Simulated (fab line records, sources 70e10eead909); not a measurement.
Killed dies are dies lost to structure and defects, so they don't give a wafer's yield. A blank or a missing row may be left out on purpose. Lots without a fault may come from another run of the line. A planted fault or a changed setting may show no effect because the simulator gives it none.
A struck lot beside a sound one | flow nand_harc | 35 steps out of a route of 1302
Sound: wafers L723.3, L723.4, L723.6. Struck: wafers L735.4, L735.5. (L735.3 of the same lot was not struck and is left out.) The cause comes at the end.
At each step with rows: each side's tool, then ch and its chambers, then its first start. Under that, the readings that differ: sound wafers | struck wafers | difference of the means | sigmas: that difference in standard deviations of wafers without a fault.
alike: readings whose means differ by less than 2 such deviations, and words and numbers that are the same on both sides. not compared: withheld readings, readings that some wafer has no value for, bounds like >300 that may hide the same value, and numbers for which the record gives no deviation and whose values overlap.
The two part at a step that has a row with sigmas, a row that says differs or no value, or rows on one side only. Numbers that don't overlap but have no deviation are shown without sigmas and don't part them. A reading that every wafer of one side lacks parts them only if that side has two wafers or more.

first, 2 steps without rows for these wafers: NHARC_A_SLIT_PRECLEAN_19 (cleans in SC1); NHARC_A_SLIT_SRD_20.
NHARC_A_SLIT_CD_MEAS_21:
  sound on cd_sem-01, day 20 01:50; struck on cd_sem-03, day 26 09:34
  alike: cd_nm
then, 3 steps without rows for these wafers: NHARC_A_SIN_REMOVE_WET_00 (chemistry H3PO4, time 15300 s); NHARC_A_SIN_REMOVE_PRECLEAN_01 (cleans in SC1); NHARC_A_SIN_REMOVE_SRD_02.
NHARC_A_SIN_REMOVE_INSPECT_04:
  sound on defect_inspect-02, day 20 08:27; struck on defect_inspect-02, day 26 16:10
  alike: raw_defect_count
then, 2 steps without rows for these wafers: NHARC_A_WL_FILL_ALD_00 (deposits Al2O3, target thk 3 nm, pulse time 3 s, ald cycles 30); NHARC_A_WL_FILL_RTA_01 (time 5 s).
NHARC_A_WL_FILL_ALD_02: deposits TiN, target thk 2 nm, pulse time 3 s, ald cycles 100.
  sound on ald_metal-03 ch 0,1,3, day 20 09:10; struck on ald_metal-04 ch 0,3, day 26 16:47
  alike: heater_power_w, precursor_pulse_height_rel
NHARC_A_WL_FILL_CVD_03: deposits W, target thk 40 nm, time 279 s.
  sound on cvd_w-01 ch 0,1, day 20 09:47; struck on cvd_w-01 ch 1, day 26 17:17
  alike: heater_power_w, mfc_h2_sccm, throttle_valve_pct
NHARC_A_WL_FILL_ETCHBACK_04: etches the open film in NF3, target depth 60 nm, time 120 s.
  sound on rie_metal-02 ch 1, day 20 10:11; struck on rie_metal-03 ch 0,1, day 26 17:38
  reading                     | sound       | struck  | difference | sigmas
  drypump_motor_current_A (A) | 5.9 5.9 5.9 | 5.0 5.1 | -0.9       | -2
  alike: oes_product_au
  not compared: rf_hours_counter_h
then, 1 step without rows for these wafers: NHARC_A_WL_FILL_ETCHBACK_05 (etches the open film in Cl2/BCl3, target depth 22 nm, time 60 s).
NHARC_A_WL_FILL_STRIP_27: strips in N2/H2, time 20 s.
  sound on plasma_asher-02 ch 0,1, day 20 10:45; struck on plasma_asher-02 ch 1, day 26 18:00
  reading            | sound       | struck  | difference | sigmas
  heater_power_w (W) | 390 338 385 | 326 327 | -44        | -2
  alike: drypump_motor_current_A, rf_refl_power_W
  not compared: rf_hours_counter_h
then, 4 steps without rows for these wafers: NHARC_A_WL_FILL_STRIP_28 (strips in post etch residue remover, time 1200 s); NHARC_A_WL_FILL_PRECLEAN_06 (cleans in DIW, time 300 s); NHARC_A_WL_FILL_SRD_07; NHARC_A_WL_FILL_ANNEAL_08 (time 1800 s).
NHARC_A_WL_FILL_ALD_10: deposits SiO2, target thk 50 nm, pulse time 10 s, ald cycles 500.
  sound on ald_hk-04 ch 1,2,3, day 20 16:51; struck on ald_hk-02 ch 1,3, day 27 03:44
  alike: heater_power_w, precursor_pulse_height_rel
then, 2 steps without rows for these wafers: NHARC_A_WL_FILL_ETCHBACK_16 (etches the open film in C4F8/O2/Ar, target depth 120 nm, time 24 s); NHARC_A_WL_FILL_STRIP_29 (strips in O2, time 20 s).
NHARC_A_WL_FILL_ETCHBACK_17: etches the open film in Cl2/BCl3, target depth 4 nm, time 26.7 s.
  sound on rie_metal-02 ch 0,1, day 20 21:41; struck on rie_metal-01 ch 1, day 27 08:05
  alike: drypump_motor_current_A, oes_product_au
  not compared: rf_hours_counter_h
then, 12 steps without rows for these wafers: NHARC_A_WL_FILL_PRECLEAN_18 (cleans in dHF, time 30 s); NHARC_A_WL_FILL_SRD_21; NHARC_A_WL_FILL_CVD_23 (deposits poly-Si, target thk 40 nm, time 800 s); NHARC_A_WL_FILL_ETCHBACK_26 (etches the open film in HBr, target depth 52 nm, time 13.3 s); NHARC_A_WL_FILL_PRECLEAN_30 (cleans in dHF, time 10 s); NHARC_A_WL_FILL_SRD_14; NHARC_A_WL_FILL_ALD_19 (deposits TiN, target thk 2 nm, pulse time 3 s, ald cycles 100); NHARC_A_WL_FILL_CVD_20 (deposits W, target thk 100 nm, time 74 s); NHARC_A_WL_FILL_CMP_12 (polishes, t overpolish 30 s, target thk 100 nm); NHARC_A_WL_FILL_SRD_31; NHARC_A_CONTACT_DEP_24 (deposits SiO2, target thk 500 nm); NHARC_A_CONTACT_DEP_28 (deposits aC, target thk 7000 nm).
-- the record jumps here: 3 days lie between the struck wafers' starts before and after (it left off in module A_CONTACT and takes up again in module END, whose first step shown is number 1302 of the route) --
NHARC_END_SORT_01:
  sound on prober-01 ch 0, day 24 11:35; struck on prober-02 ch 0, day 30 17:56
  reading         | sound    | struck  | difference | sigmas
  killed_at_array | 47 30 50 | 101 97  | +57        | +3
  killed_dies     | 48 36 54 | 103 103 | +57        | +3
  alike: killed_at_other, killed_at_periphery, killed_open, killed_short

WHERE THEY PART
First at NHARC_A_WL_FILL_ETCHBACK_04; last, within this record, at NHARC_END_SORT_01.

WHY: what the simulator had put in
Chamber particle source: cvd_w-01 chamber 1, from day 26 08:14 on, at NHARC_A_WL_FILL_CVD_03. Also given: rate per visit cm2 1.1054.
